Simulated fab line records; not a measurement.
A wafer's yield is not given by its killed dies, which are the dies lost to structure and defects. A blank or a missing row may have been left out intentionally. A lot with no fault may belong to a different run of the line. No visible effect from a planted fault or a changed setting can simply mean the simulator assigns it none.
A struck lot beside a sound one	flow n5-finfet	19 out of 1938 route steps
Sound: the wafers L905.2, L905.4, L905.6. Wafers L914.1, L914.4, L914.6 were the ones struck. The cause comes at the end.
Order at every step that has rows: each side's tool, ch and its chambers, its first start. Under that, the readings that differ: sound wafers	struck wafers	difference of the means	sigmas: that difference in standard deviations of wafers without a fault.
alike: readings whose means differ by less than 2 such deviations, and words and numbers that are the same on both sides. not compared: withheld readings, readings that some wafer has no value for, bounds like >300 that may hide the same value, and numbers for which the record gives no deviation and whose values overlap.
A row with sigmas, a row that says differs or no value, or rows on one side alone: a step with any of these is where the two part. Non-overlapping numbers with no deviation appear without sigmas and do not part them. A reading missing from all wafers of one side parts the sides only when that side holds two or more wafers.

first, 2 steps without rows for these wafers: N5_BEOL_M5_STRIP_63 (strips in N2/H2); N5_BEOL_M5_STRIP_73 (strips in N2/H2).
N5_BEOL_M5_STRIP_64: strips in CF4.
  sound on rie-diel-03 ch 2,3, day 8 12:22; struck on rie-diel-02 ch 0,2, day 10 17:14
  alike: bias-power-w, drypump-motor-current-A, oes-product-au, rf-vpp-V, showerhead-plenum-p-Torr, throttle-valve-pct
  not compared: rf-hours-counter-h
N5_BEOL_M5_HM_OPEN_17: chemistry Cl2/BCl3, target TiN, target depth 20 nm, overetch 6 nm.
  sound on rie-metal-03 ch 0,1, day 8 12:25; struck on rie-metal-03 ch 0, day 10 17:16
  alike: drypump-motor-current-A, oes-product-au, throttle-valve-pct
  not compared: rf-hours-counter-h
N5_BEOL_M5_STRIP_19: strips in O2.
  sound on rie-diel-02 ch 0,1,3, day 8 12:31; struck on rie-diel-01 ch 0,1, day 10 17:23
reading	sound	struck	difference	sigmas
oes-product-au (a.u.)	0.72 0.69 0.68	0.93 0.94 0.72	+0.17	+2
throttle-valve-pct (%)	17.09 17.23 17.06	16.35 16.34 16.80	-0.63	-3
  alike: drypump-motor-current-A, rf-vpp-V, showerhead-plenum-p-Torr
  not compared: rf-hours-counter-h
N5_BEOL_M5_CD_MEAS_18: pitch 56 nm, target cd 28 nm.
  sound on cd-sem-01, day 8 12:35; struck on cd-sem-01, day 10 17:27
  alike: cd-nm
then, 6 steps without rows for these wafers: N5_BEOL_M5_COAT_65 (time 60 s, resist thk 60 nm); N5_BEOL_M5_COAT_66 (time 60 s, resist thk 12 nm); N5_BEOL_M5_COAT_74 (time 60 s, resist thk 5 nm); N5_BEOL_M5_COAT_22 (resist thk 30 nm); N5_BEOL_M5_EBR_24; N5_BEOL_M5_SOFTBAKE_23 (time 60 s).
N5_BEOL_M5_EXPOSE_25: exposes mask V4, defocus 10 nm.
  sound on euv-scanner-01 ch 0, day 8 13:46; struck on euv-scanner-01 ch 0, day 10 17:43
reading	sound	struck	difference	sigmas
model.BEOL_M5.overlay-x-nm (nm)	0.2 0.2 0.2	4 4 4	+4	
  alike: mask
then, 2 steps without rows for these wafers: N5_BEOL_M5_PEB_26 (peb time 60 s); N5_BEOL_M5_DEVELOP_27 (develop time 30 s).
N5_BEOL_M5_CD_MEAS_28: target cd 30.6 nm, target cd y 20 nm.
  sound on cd-sem-03 ch 0, day 8 13:53; struck on cd-sem-01 ch 0, day 10 17:51
  alike: cd-nm
N5_BEOL_M5_OVL_MEAS_29:
  sound on overlay-01 ch 0, day 8 13:56; struck on overlay-02 ch 0, day 10 17:53
reading	sound	struck	difference	sigmas
V4_OVL (nm)	-0.8 0.7 -0.1	4.5 2.9 2.9	+3.5	+5
N5_BEOL_M5_INSPECT_30: inspects for defects (brightfield).
  sound on defect-inspect-01, day 8 13:59; struck on defect-inspect-01, day 10 18:56
  alike: raw-defect-count
-- here the record skips 4 days between the struck wafers' starts before and after, leaving off in module BEOL_M5 and picking up in module PASSIVATION (first step shown: number 1936 of the route) --
N5_PASSIVATION_PROBE_49:
  the record has rows for the struck wafers here (prober-01, day 14 20:10) and none for the sound ones

## WHERE THEY PART
Earliest at N5_BEOL_M5_STRIP_19; latest, in this record, at N5_PASSIVATION_PROBE_49.

WHY: the cause the simulator had injected
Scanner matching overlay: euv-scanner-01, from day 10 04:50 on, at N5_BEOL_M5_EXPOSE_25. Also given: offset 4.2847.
